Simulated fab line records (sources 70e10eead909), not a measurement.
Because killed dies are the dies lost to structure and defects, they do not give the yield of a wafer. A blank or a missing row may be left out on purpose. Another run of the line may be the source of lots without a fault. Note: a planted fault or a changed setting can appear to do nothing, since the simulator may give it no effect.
A lot that was struck, set against a sound lot	flow nand-harc	24 out of 1302 route steps
Sound: these wafers, L452.4, L452.5, L452.6. The struck wafers were L462.2, L462.3, L462.5. The cause comes at the end.
At each step with rows: each side's tool, then ch and its chambers, then its first start. Under that, the readings that differ: sound wafers	struck wafers	difference of the means	sigmas: that difference in standard deviations of wafers without a fault.
alike: a reading whose means differ by less than 2 such deviations, as well as words and numbers matching on both sides. not compared: withheld readings; readings where some wafer has no value; bounds like >300 that might hide an equal value; numbers whose values overlap and for which the record gives no deviation.
A row with sigmas, a row that says differs or no value, or rows on one side alone: a step with any of these is where the two part. Non-overlapping numbers with no deviation appear without sigmas and do not part them. A reading that every wafer of one side lacks parts them only if that side has two wafers or more.

NHARC_A_M0_INSPECT_27:
  sound: defect-inspect-01 at day 26 20:20; struck: defect-inspect-01 at day 31 08:10
  alike: raw-defect-count
NHARC_A_M0_PRE_CLEAN_31: time 12 s.
  sound on pecvd-03 ch 0,1,2, day 26 20:26; struck on pecvd-03 ch 0,1,2, day 31 08:14
  alike: heater-power-w, susceptor-temp-C
NHARC_A_M0_DEP_32: deposits SiCN, target thk 30 nm.
  sound on pecvd-03 ch 0,1,2, day 26 20:36; struck on pecvd-03 ch 0,1,2, day 31 08:21
reading	sound	struck	difference	sigmas
susceptor-temp-C (C)	370.33 370.38 370.39	369.88 369.98 369.90	-0.45	-2
  alike: heater-power-w
then, 8 steps without rows for these wafers: NHARC_A_M1_DEP_00 (deposits SiOC, target thk 182.5 nm); NHARC_A_M1_DEHYDRATE_01 (time 120 s); NHARC_A_M1_HMDS_02 (time 30 s); NHARC_A_M1_COAT_34 (time 65 s); NHARC_A_M1_COAT_03 (resist thk 90 nm); NHARC_A_M1_SOFTBAKE_04 (time 55 s); NHARC_A_M1_EBR_05; NHARC_A_M1_EXPOSE_06 (exposes mask A M1, target cd 120 nm).
NHARC_A_M1_PEB_07: peb time 65 s.
  sound on litho-track-04 ch 0, day 26 21:44; struck on litho-track-01 ch 0, day 31 09:28
reading	sound	struck	difference	sigmas
heater-power-total-W (W)	156.5 156.7 156.1	162.3 162.8 162.8	+6.2	+15
plate-temp-C (C)	100.10 100.04 100.11	102.84 102.65 102.88	+2.71	+23
  alike: chill-plate-temp-C, resist-line-temp-C
then, 1 step without rows for these wafers: NHARC_A_M1_DEVELOP_08 (develop time 35 s).
NHARC_A_M1_CD_MEAS_09: target cd 120 nm.
  sound on cd-sem-02 ch 0, day 26 21:49; struck on cd-sem-01 ch 0, day 31 09:33
reading	sound	struck	difference	sigmas
cd-nm (nm)	120.8 120.0 119.9	127.3 127.9 126.7	+7.1	+12
NHARC_A_M1_OVL_MEAS_10: pitch 240 nm.
  sound: overlay-01 at day 26 21:54; struck: overlay-01 at day 31 09:38
  alike: overlay-x-nm, overlay-y-nm
NHARC_A_M1_INSPECT_11:
  sound: defect-inspect-02 at day 26 21:56; struck: defect-inspect-01 at day 31 09:41
reading	sound	struck	difference	sigmas
raw-defect-count	149 122 128	47 36 42	-91	-2
NHARC_A_M1_DESCUM_14: chemistry O2, time 3 s.
  sound on rie-diel-06 ch 0,1,2, day 26 22:01; struck on rie-diel-06 ch 1,2,3, day 31 09:44
reading	sound	struck	difference	sigmas
model.A_M1.cd-nm (nm)	120.6 120.5 119.9	127.5 128.5 126.3	+7.1	
  alike: drypump-motor-current-A, oes-product-au, rf-vpp-V, showerhead-plenum-p-Torr, throttle-valve-pct
  not compared: rf-hours-counter-h
NHARC_A_M1_ETCH_35: etches the open film in N2/H2, target depth 40 nm, overetch 12 nm, time 43.94 s.
  sound on rie-diel-06 ch 0,1, day 26 22:05; struck on rie-diel-06 ch 0,1, day 31 09:49
  alike: drypump-motor-current-A, n2-flow-sccm, oes-product-au, rf-vpp-V, showerhead-plenum-p-Torr, throttle-valve-pct
  not compared: rf-hours-counter-h
NHARC_A_M1_ETCH_15: etches the open film in C4F8/Ar, target depth 182.5 nm, time 91.2 s.
  sound on rie-diel-06 ch 1,2,3; struck on rie-diel-06 ch 1,2
  alike: oes-product-au, rf-vpp-V
  not compared: rf-hours-counter-h
NHARC_A_M1_CD_MEAS_16:
  sound: cd-sem-01 at day 26 22:19; struck: cd-sem-03 at day 31 10:03
reading	sound	struck	difference	sigmas
cd-nm (nm)	120.0 120.6 119.7	127.2 128.6 126.1	+7.2	+9
NHARC_A_M1_STRIP_18: strips in N2/H2.
  sound on rie-diel-03 ch 0,1,2, day 26 22:26; struck on rie-diel-03 ch 0,1,2, day 31 10:07
  alike: drypump-motor-current-A, n2-flow-sccm, oes-product-au, rf-vpp-V, showerhead-plenum-p-Torr, throttle-valve-pct
  not compared: rf-hours-counter-h
NHARC_A_M1_ETCH_28: etches the open film in CF4/N2, target depth 30 nm, time 72.99 s.
  sound on rie-diel-03 ch 0,1,3; struck on rie-diel-03 ch 0,1,3
reading	sound	struck	difference	sigmas
model.A_M1.cd-nm (nm)	119.7 120.1 118.9	127.4 128.3 126.3	+7.8	
  alike: cf4-flow-sccm, drypump-motor-current-A, n2-flow-sccm, oes-product-au, rf-vpp-V, showerhead-plenum-p-Torr, throttle-valve-pct
  not compared: rf-hours-counter-h
then, 1 step without rows for these wafers: NHARC_A_M1_STRIP_19 (strips in post etch residue remover, time 600 s).
NHARC_END_SORT_01:
  sound on prober-01 ch 0, day 28 13:10; struck on prober-01 ch 0, day 33 03:31
reading	sound	struck	difference	sigmas
defect-limited-yield (%)	85.8 89.4 87.7	93.2 95.0 92.8	+6.0	+2
killed-at-array	88 70 81	44 32 44	-40	-2
killed-dies	96 72 83	46 34 49	-41	-2
sort_bin_2_pct (%)	5.6 4.0 4.7	1.5 1.3 2.1	-3.1	-3
sort-n-pass	581 605 594	631 643 628	+41	+2
sort-yield-pct (%)	85.8 89.4 87.7	93.2 95.0 92.8	+6.0	+2
  alike: killed-at-other, killed-at-periphery, killed-open, killed-short, sort_bin_3_pct, sort_bin_4_pct, sort-rim-yield-pct

== WHERE THEY PART ==
Last at NHARC_END_SORT_01 as far as this record goes, first at NHARC_A_M0_DEP_32.

WHY: what had been put in by the simulator
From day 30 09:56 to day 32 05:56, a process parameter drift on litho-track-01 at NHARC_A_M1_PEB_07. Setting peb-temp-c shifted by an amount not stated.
